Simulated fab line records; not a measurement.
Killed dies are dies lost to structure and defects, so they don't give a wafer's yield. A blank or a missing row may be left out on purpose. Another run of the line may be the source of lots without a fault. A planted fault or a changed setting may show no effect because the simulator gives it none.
The tool behind it: which one? + flow nand_harc + 13 lots with 39 wafers sampled at 5 steps, on a route of 1302 steps

WHAT THE GAUGES SHOWED, per wafer
NHARC_A_START_INSPECT_01. Usual: raw_defect_count reads 3.5 (standard deviation 1.8).
| lot  | measured     | on                | raw_defect_count | flag |
|------|--------------|-------------------|------------------|------|
| L771 | day 6 13:54  | defect_inspect-02 | 3 4 5            |      |
| L772 | day 7 01:56  | defect_inspect-02 | 4 4 2            |      |
| L773 | day 7 23:30  | defect_inspect-02 | 3 5 1            |      |
| L774 | day 8 04:40  | defect_inspect-01 | 3 8 3            |      |
| L776 | day 9 00:05  | defect_inspect-01 | 7 7 3            |      |
| L777 | day 9 10:52  | defect_inspect-01 | 3 5 7            |      |
| L783 | day 11 17:11 | defect_inspect-02 | 3 3 3            |      |
| L784 | day 12 19:32 | defect_inspect-01 | 4 4 5            |      |
| L788 | day 13 21:04 | defect_inspect-02 | 4 0 7            |      |
| L789 | day 14 01:21 | defect_inspect-02 | 2 1 2            |      |
| L790 | day 14 21:35 | defect_inspect-01 | 4 3 5            |      |
| L793 | day 15 22:04 | defect_inspect-01 | 1 5 4            |      |
| L794 | day 16 06:00 | defect_inspect-01 | 6 6 2            |      |

NHARC_A_ONON_D1_THK_MEAS_02: measures by ellipsometry. Usual: thk_nm reads 1000 nm (standard deviation 9.5).
| lot  | measured     | on            | thk_nm (nm)    | flag |
|------|--------------|---------------|----------------|------|
| L771 | day 7 12:07  | film_metro-01 | 979 980 979    |      |
| L772 | day 8 01:03  | film_metro-01 | 990 992 993    |      |
| L773 | day 8 23:27  | film_metro-02 | 1021 1019 1019 |      |
| L774 | day 9 04:02  | film_metro-01 | 1002 1002 1002 |      |
| L776 | day 9 23:31  | film_metro-01 | 998 998 999    |      |
| L777 | day 10 09:43 | film_metro-01 | 986 988 987    |      |
| L783 | day 12 15:12 | film_metro-02 | 1098 1098 1099 | OFF  |
| L784 | day 13 17:49 | film_metro-02 | 1098 1100 1099 | OFF  |
| L788 | day 14 19:59 | film_metro-02 | 1003 1002 1002 |      |
| L789 | day 15 03:07 | film_metro-02 | 1005 1003 1003 |      |
| L790 | day 15 19:57 | film_metro-02 | 997 998 996    |      |
| L793 | day 16 18:26 | film_metro-01 | 1012 1012 1013 |      |
| L794 | day 17 05:38 | film_metro-01 | 1012 1013 1014 |      |

NHARC_END_SORT_01. Usual: killed_at_array 59, standard deviation 20; killed_at_other 0.8, standard deviation 1.2; killed_at_periphery 3.5, standard deviation 2.2; killed_dies 63, standard deviation 20; killed_open 3.3, standard deviation 1.8; killed_short 2.6, standard deviation 1.7.
| lot  | measured     | on        | killed_at_array | killed_at_other | killed_at_periphery | killed_dies | killed_open | killed_short | flag |
|------|--------------|-----------|-----------------|-----------------|---------------------|-------------|-------------|--------------|------|
| L783 | day 29 07:23 | prober-01 | 675 676 676     | 1 0 0           | 1 1 1               | 677 677 677 | 1 4 4       | 5 4 1        | OFF  |
| L784 | day 29 21:08 | prober-01 | 673 673 674     | 1 0 1           | 3 4 2               | 677 677 677 | 2 6 2       | 1 2 1        | OFF  |

WHICH TOOL RAN EACH LOT (tool, then ch and the chambers of the sampled wafers, then the start)
| lot  | NHARC_A_ZERO_WELL_DESCUM_12        | NHARC_A_ONON_D1_DEP_00           |
|------|------------------------------------|----------------------------------|
| L771 | rie_diel-10 ch 1,2,3, day 6 14:55  | pecvd_onon-01 ch 0, day 7 11:40  |
| L772 | rie_diel-10 ch 1,2,3, day 7 02:57  | pecvd_onon-02 ch 0, day 8 00:36  |
| L773 | rie_diel-12 ch 1,2, day 8 00:30    | pecvd_onon-01 ch 0, day 8 22:56  |
| L774 | rie_diel-10 ch 0,1,3, day 8 05:41  | pecvd_onon-03 ch 0, day 9 03:32  |
| L776 | rie_diel-10 ch 1,2,3, day 9 01:04  | pecvd_onon-01 ch 0, day 9 23:04  |
| L777 | rie_diel-12 ch 0,1, day 9 11:44    | pecvd_onon-02 ch 0, day 10 09:19 |
| L783 | rie_diel-12 ch 1,2, day 11 18:03   | pecvd_onon-02 ch 0, day 12 14:44 |
| L784 | rie_diel-09 ch 0,1,2, day 12 20:32 | pecvd_onon-02 ch 0, day 13 17:17 |
| L788 | rie_diel-09 ch 0,1,3, day 13 22:05 | pecvd_onon-01 ch 0, day 14 19:32 |
| L789 | rie_diel-12 ch 0,2,3, day 14 02:21 | pecvd_onon-01 ch 0, day 15 02:40 |
| L790 | rie_diel-10 ch 0,2,3, day 14 22:37 | pecvd_onon-03 ch 0, day 15 19:37 |
| L793 | rie_diel-09 ch 0,1,3, day 15 22:57 | pecvd_onon-01 ch 0, day 16 17:56 |
| L794 | rie_diel-10 ch 0,2,3, day 16 07:01 | pecvd_onon-02 ch 0, day 17 05:11 |
- NHARC_A_ZERO_WELL_DESCUM_12: chemistry O2, time 3 s.
- NHARC_A_ONON_D1_DEP_00: target thk 1000 nm.

AS READ BY THE TOOLS THEMSELVES (means over the sampled wafers that have a number; for cases with no such wafer, the mark the record gives instead)
NHARC_A_ZERO_WELL_DESCUM_12. Usual: chamber_pressure_mTorr 60.01 mTorr, standard deviation 0.052; drypump_motor_current_A 5.6 A, standard deviation 0.61; oes_product_au 0.996 a.u., standard deviation 0.01; rf_vpp_V 57.7 V, standard deviation 0.82; showerhead_plenum_p_Torr 1.90 Torr, standard deviation 0.067; throttle_valve_pct 11.311 %, standard deviation 0.0083.
| lot  | tool        | chamber_pressure_mTorr (mTorr) | drypump_motor_current_A (A) | oes_product_au (a.u.) | rf_vpp_V (V) | showerhead_plenum_p_Torr (Torr) | throttle_valve_pct (%) | flag |
|------|-------------|--------------------------------|-----------------------------|-----------------------|--------------|---------------------------------|------------------------|------|
| L771 | rie_diel-10 | 60.02                          | 5.0                         | 1.003                 | 57.3         | 1.87                            | 11.312                 |      |
| L772 | rie_diel-10 | 59.97                          | 5.0                         | 0.995                 | 57.7         | 1.87                            | 11.307                 |      |
| L773 | rie_diel-12 | 60.09                          | 6.3                         | 0.988                 | 58.2         | 1.88                            | 11.306                 |      |
| L774 | rie_diel-10 | 59.98                          | 5.1                         | 0.995                 | 57.0         | 1.89                            | 11.312                 |      |
| L776 | rie_diel-10 | 59.99                          | 5.0                         | 0.996                 | 57.9         | 1.87                            | 11.305                 |      |
| L777 | rie_diel-12 | 60.00                          | 6.6                         | 0.990                 | 58.5         | 1.88                            | 11.315                 |      |
| L783 | rie_diel-12 | 60.03                          | 6.3                         | 0.994                 | 58.3         | 1.87                            | 11.311                 |      |
| L784 | rie_diel-09 | 60.02                          | 6.1                         | 0.988                 | 57.4         | 1.90                            | 11.306                 |      |
| L788 | rie_diel-09 | 59.98                          | 6.0                         | 0.988                 | 57.8         | 1.95                            | 11.316                 |      |
| L789 | rie_diel-12 | 60.00                          | 6.0                         | 0.996                 | 57.3         | 1.89                            | 11.319                 |      |
| L790 | rie_diel-10 | 59.98                          | 5.3                         | 1.001                 | 57.5         | 1.92                            | 11.306                 |      |
| L793 | rie_diel-09 | 59.97                          | 6.0                         | 1.008                 | 58.1         | 1.95                            | 11.314                 |      |
| L794 | rie_diel-10 | 60.01                          | 5.4                         | 1.012                 | 57.7         | 1.92                            | 11.306                 |      |

NHARC_A_ONON_D1_DEP_00. Usual: n2o_flow_sccm 1999 sccm, standard deviation 5.9; susceptor_temp_C 400.02 C, standard deviation 0.25.
| lot  | tool          | n2o_flow_sccm (sccm) | susceptor_temp_C (C) | flag |
|------|---------------|----------------------|----------------------|------|
| L771 | pecvd_onon-01 | 2001                 | 399.78               |      |
| L772 | pecvd_onon-02 | 2000                 | 399.86               |      |
| L773 | pecvd_onon-01 | 1998                 | 400.15               |      |
| L774 | pecvd_onon-03 | 1999                 | 400.04               |      |
| L776 | pecvd_onon-01 | 1998                 | 399.69               |      |
| L777 | pecvd_onon-02 | 1997                 | 399.88               |      |
| L783 | pecvd_onon-02 | 1997                 | 399.75               |      |
| L784 | pecvd_onon-02 | 2000                 | 399.83               |      |
| L788 | pecvd_onon-01 | 2004                 | 399.81               |      |
| L789 | pecvd_onon-01 | 2002                 | 400.05               |      |
| L790 | pecvd_onon-03 | 1994                 | 400.31               |      |
| L793 | pecvd_onon-01 | 1997                 | 400.16               |      |
| L794 | pecvd_onon-02 | 1991                 | 400.27               |      |

THE ANSWER, worked out from the rows above alone
Rule: a lot is off if the mean of its wafers that have a number lies more than 3 standard deviations from the usual mean. Also off: a lot with no number at a reading for which 4 or more lots have one. Any other lot the step has rows for is counted as sound. Order of review: gauges by route order, followed by the tools' own readings, for which a lot's mean as printed above is used. At the first step where some lot is off, the reading lying furthest off is the one used; lots without a number count as furthest.
Off, at NHARC_A_ONON_D1_THK_MEAS_02 on thk_nm: L783, L784.
A tool fits if, at a process step before that reading, it ran every lot that is off, and no sound lot after the first of them. The gauges at NHARC_A_ONON_D1_THK_MEAS_02 aren't tried: what is off there is off at NHARC_END_SORT_01 too, on other tools, and a gauge's error can't cause that. Of those tried, none fits.

WHAT THE SIMULATOR PUT IN
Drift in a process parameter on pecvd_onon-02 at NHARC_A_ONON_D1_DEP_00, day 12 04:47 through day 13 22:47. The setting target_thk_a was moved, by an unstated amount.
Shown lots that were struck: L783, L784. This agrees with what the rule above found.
